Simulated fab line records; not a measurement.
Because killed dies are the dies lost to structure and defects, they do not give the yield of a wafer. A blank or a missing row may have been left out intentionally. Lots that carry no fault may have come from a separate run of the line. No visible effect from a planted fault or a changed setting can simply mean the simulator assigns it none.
Split-lot experiment / flow n5Finfet / 7 lots, 39 wafers read, on a route of 1938 steps

ON THE SPLIT
At N5_DUMMY_GATE_ETCH_42 (etches SiO2 in CHF3/O2, target depth 3.5 nm, time 31 s), the setting biasW was moved away from the recipe's 12 W on 12 of the 39 wafers read, by -9.1% to +17.6%. This setting was run at the recipe's value on the other wafers.

The reading is taken at the split's own step.

THE READING
rfVppV, in V, at N5_DUMMY_GATE_ETCH_42 (etches SiO2 in CHF3/O2, target depth 3.5 nm, time 31 s). On this fab line, fault-free wafers typically give 42.4 V with a standard deviation of 0.83 V.

wafer=L080.1; tool, chamber at the split=rieDiel-06, 1; biasW as run, W=12; against the recipe=recipe; rfVppV, V=43.0; against lot-mates on the recipe=-
wafer=L080.2; tool, chamber at the split=rieDiel-06, 0; biasW as run, W=13.54; against the recipe=+12.8%; rfVppV, V=45.4; against lot-mates on the recipe=+3.1
wafer=L080.3; tool, chamber at the split=rieDiel-06, 2; biasW as run, W=13.54; against the recipe=+12.8%; rfVppV, V=47.4; against lot-mates on the recipe=+5.1
wafer=L080.4; tool, chamber at the split=rieDiel-06, 3; biasW as run, W=12; against the recipe=recipe; rfVppV, V=41.0; against lot-mates on the recipe=-
wafer=L080.5; tool, chamber at the split=rieDiel-06, 1; biasW as run, W=12; against the recipe=recipe; rfVppV, V=42.9; against lot-mates on the recipe=-
wafer=L080.6; tool, chamber at the split=rieDiel-06, 2; biasW as run, W=13.54; against the recipe=+12.8%; rfVppV, V=45.8; against lot-mates on the recipe=+3.5
wafer=L083.1; tool, chamber at the split=rieDiel-02, 3; biasW as run, W=14.11; against the recipe=+17.6%; rfVppV, V=46.3; against lot-mates on the recipe=+3.9
wafer=L083.2; tool, chamber at the split=rieDiel-02, 1; biasW as run, W=12; against the recipe=recipe; rfVppV, V=42.5; against lot-mates on the recipe=-
wafer=L083.3; tool, chamber at the split=rieDiel-02, 2; biasW as run, W=12; against the recipe=recipe; rfVppV, V=43.2; against lot-mates on the recipe=-
wafer=L083.4; tool, chamber at the split=rieDiel-02, 0; biasW as run, W=14.11; against the recipe=+17.6%; rfVppV, V=47.5; against lot-mates on the recipe=+5.1
wafer=L083.5; tool, chamber at the split=rieDiel-02, 1; biasW as run, W=12; against the recipe=recipe; rfVppV, V=41.6; against lot-mates on the recipe=-
wafer=L083.6; tool, chamber at the split=rieDiel-02, 2; biasW as run, W=14.11; against the recipe=+17.6%; rfVppV, V=48.3; against lot-mates on the recipe=+5.9
wafer=L084.1; tool, chamber at the split=rieDiel-05, 1; biasW as run, W=10.91; against the recipe=-9.1%; rfVppV, V=39.3; against lot-mates on the recipe=-3.1
wafer=L084.2; tool, chamber at the split=rieDiel-05, 2; biasW as run, W=12; against the recipe=recipe; rfVppV, V=43.9; against lot-mates on the recipe=-
wafer=L084.3; tool, chamber at the split=rieDiel-05, 0; biasW as run, W=12; against the recipe=recipe; rfVppV, V=41.3; against lot-mates on the recipe=-
wafer=L084.4; tool, chamber at the split=rieDiel-05, 0; biasW as run, W=10.91; against the recipe=-9.1%; rfVppV, V=39.3; against lot-mates on the recipe=-3.1
wafer=L084.5; tool, chamber at the split=rieDiel-05, 2; biasW as run, W=12; against the recipe=recipe; rfVppV, V=42.0; against lot-mates on the recipe=-
wafer=L084.6; tool, chamber at the split=rieDiel-05, 1; biasW as run, W=10.91; against the recipe=-9.1%; rfVppV, V=39.5; against lot-mates on the recipe=-2.9
wafer=L086.1; tool, chamber at the split=rieDiel-06, 2; biasW as run, W=12; against the recipe=recipe; rfVppV, V=41.6; against lot-mates on the recipe=-
wafer=L086.2; tool, chamber at the split=rieDiel-06, 1; biasW as run, W=12; against the recipe=recipe; rfVppV, V=42.7; against lot-mates on the recipe=-
wafer=L086.3; tool, chamber at the split=rieDiel-06, 0; biasW as run, W=12; against the recipe=recipe; rfVppV, V=42.0; against lot-mates on the recipe=-
wafer=L086.4; tool, chamber at the split=rieDiel-06, 3; biasW as run, W=12; against the recipe=recipe; rfVppV, V=43.5; against lot-mates on the recipe=-
wafer=L086.5; tool, chamber at the split=rieDiel-06, 1; biasW as run, W=12; against the recipe=recipe; rfVppV, V=42.8; against lot-mates on the recipe=-
wafer=L086.6; tool, chamber at the split=rieDiel-06, 0; biasW as run, W=12; against the recipe=recipe; rfVppV, V=42.8; against lot-mates on the recipe=-
wafer=L087.1; tool, chamber at the split=rieDiel-02, 0; biasW as run, W=12; against the recipe=recipe; rfVppV, V=41.7; against lot-mates on the recipe=-
wafer=L087.2; tool, chamber at the split=rieDiel-02, 3; biasW as run, W=12; against the recipe=recipe; rfVppV, V=42.6; against lot-mates on the recipe=-
wafer=L087.3; tool, chamber at the split=rieDiel-02, 1; biasW as run, W=12; against the recipe=recipe; rfVppV, V=41.7; against lot-mates on the recipe=-
wafer=L087.4; tool, chamber at the split=rieDiel-02, 2; biasW as run, W=12; against the recipe=recipe; rfVppV, V=42.6; against lot-mates on the recipe=-
wafer=L087.5; tool, chamber at the split=rieDiel-02, 0; biasW as run, W=12; against the recipe=recipe; rfVppV, V=43.4; against lot-mates on the recipe=-
wafer=L087.6; tool, chamber at the split=rieDiel-02, 1; biasW as run, W=12; against the recipe=recipe; rfVppV, V=43.4; against lot-mates on the recipe=-
wafer=L089.1; tool, chamber at the split=rieDiel-02, 0; biasW as run, W=13.5; against the recipe=+12.5%; rfVppV, V=46.4; against lot-mates on the recipe=+3.1
wafer=L089.2; tool, chamber at the split=rieDiel-02, 2; biasW as run, W=13.5; against the recipe=+12.5%; rfVppV, V=45.5; against lot-mates on the recipe=+2.2
wafer=L089.3; tool, chamber at the split=rieDiel-02, 1; biasW as run, W=13.5; against the recipe=+12.5%; rfVppV, V=46.6; against lot-mates on the recipe=+3.3
wafer=L089.4; tool, chamber at the split=rieDiel-02, 3; biasW as run, W=12; against the recipe=recipe; rfVppV, V=42.9; against lot-mates on the recipe=-
wafer=L089.5; tool, chamber at the split=rieDiel-02, 1; biasW as run, W=12; against the recipe=recipe; rfVppV, V=44.0; against lot-mates on the recipe=-
wafer=L089.6; tool, chamber at the split=rieDiel-02, 2; biasW as run, W=12; against the recipe=recipe; rfVppV, V=43.1; against lot-mates on the recipe=-
wafer=L092.1; tool, chamber at the split=rieDiel-06, 2; biasW as run, W=12; against the recipe=recipe; rfVppV, V=42.0; against lot-mates on the recipe=-
wafer=L092.2; tool, chamber at the split=rieDiel-06, 1; biasW as run, W=12; against the recipe=recipe; rfVppV, V=42.6; against lot-mates on the recipe=-
wafer=L092.6; tool, chamber at the split=rieDiel-06, 2; biasW as run, W=12; against the recipe=recipe; rfVppV, V=41.7; against lot-mates on the recipe=-

FIT RESULTS
A straight line over all 39 wafers: rfVppV changes by +0.293 V for each +1% of biasW; r = +0.94; the points scatter about the line by 0.78 V.
The same after taking each lot's own level away (the mean of its wafers on the recipe; 39 wafers): +0.284 V for each +1%; r = +0.94; scatter 0.75 V.
The reading moves by 5 V for the largest change in biasW, on that fit.
The lots' own levels span 42.10 to 43.33 V, that is 1.5 times the standard deviation above.
The two slopes agree, so the slope changes little with the lot-to-lot level.
Check: for one of the wafers moved furthest among these (+17.6%), held out of the fit, the line's prediction against its lot-mates is +5.1 V. Against them it came out at +3.87 V.
Tool readings at the split's step, against how far the setting was moved: rfVppV r = +0.94.

FURTHER SPLITS ON THESE WAFERS
Other splits were also applied to these wafers ahead of the reading. Each is held against what the fit with the lots' levels taken away leaves over:
other split on the same wafers=N5_FIN_SAQP_HM_DEP_03 timeS; wafers away from the commonest value=15; r with rfVppV (lot level and that fit taken away)=+0.29
other split on the same wafers=N5_DUMMY_GATE_ETCH_37 sourceW; wafers away from the commonest value=6; r with rfVppV (lot level and that fit taken away)=+0.12

FILE'S OWN FIT
rfVppV changes by +0.282 V for each +1% of biasW, r = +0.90.
